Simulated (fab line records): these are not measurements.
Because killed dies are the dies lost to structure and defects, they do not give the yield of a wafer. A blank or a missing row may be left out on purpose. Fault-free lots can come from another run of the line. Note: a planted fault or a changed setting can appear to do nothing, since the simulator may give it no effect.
Chamber matching / flow n5-finfet / cvd-co-01 running N5_BEOL_M5_PRE_CLEAN_77: 3 sister chambers
The step time 15 s. 3 wafers are shown with their chamber, then 8 later ones without.

WAFERS PAIRED WITH THEIR CHAMBERS
wafer=L084.3; chamber=0; heater-power-w (W)=99
wafer=L084.6; chamber=1; heater-power-w (W)=99
wafer=L093.2; chamber=2; heater-power-w (W)=66

WAFERS MISSING THEIR CHAMBER
wafer=L093.4; heater-power-w (W)=99
wafer=L093.5; heater-power-w (W)=97
wafer=L095.1; heater-power-w (W)=65
wafer=L095.4; heater-power-w (W)=100
wafer=L095.5; heater-power-w (W)=98
wafer=L096.2; heater-power-w (W)=100
wafer=L096.4; heater-power-w (W)=97
wafer=L096.6; heater-power-w (W)=66

WHICH CHAMBER EACH ONE RAN IN
wafer=L093.4; from the rows above=can't be placed: 0 or 1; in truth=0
wafer=L093.5; from the rows above=can't be placed: 0 or 1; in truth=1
wafer=L095.1; from the rows above=2; in truth=2
wafer=L095.4; from the rows above=can't be placed: 0 or 1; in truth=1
wafer=L095.5; from the rows above=can't be placed: 0 or 1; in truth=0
wafer=L096.2; from the rows above=can't be placed: 0 or 1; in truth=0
wafer=L096.4; from the rows above=can't be placed: 0 or 1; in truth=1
wafer=L096.6; from the rows above=2; in truth=2
Correct placement for 2 of the 8. Cannot be placed on the basis of these rows: 6; the candidates contain the true chamber in 6. Placed wrongly: 0.
How it was worked out, from the rows above alone: a wafer's distance from a chamber is the root of the sum, over the readings, of the square of ((its reading less the chamber's mean) divided by the reading's scatter). If the next closest chamber is less than 2 further off than the closest, the wafer can't be placed; otherwise it belongs to the closest. Each chamber's mean is taken over the wafers shown for it. The scatter: with one shown wafer a chamber, the root of the mean of the squares of how far each hidden wafer lies from its nearest shown one.
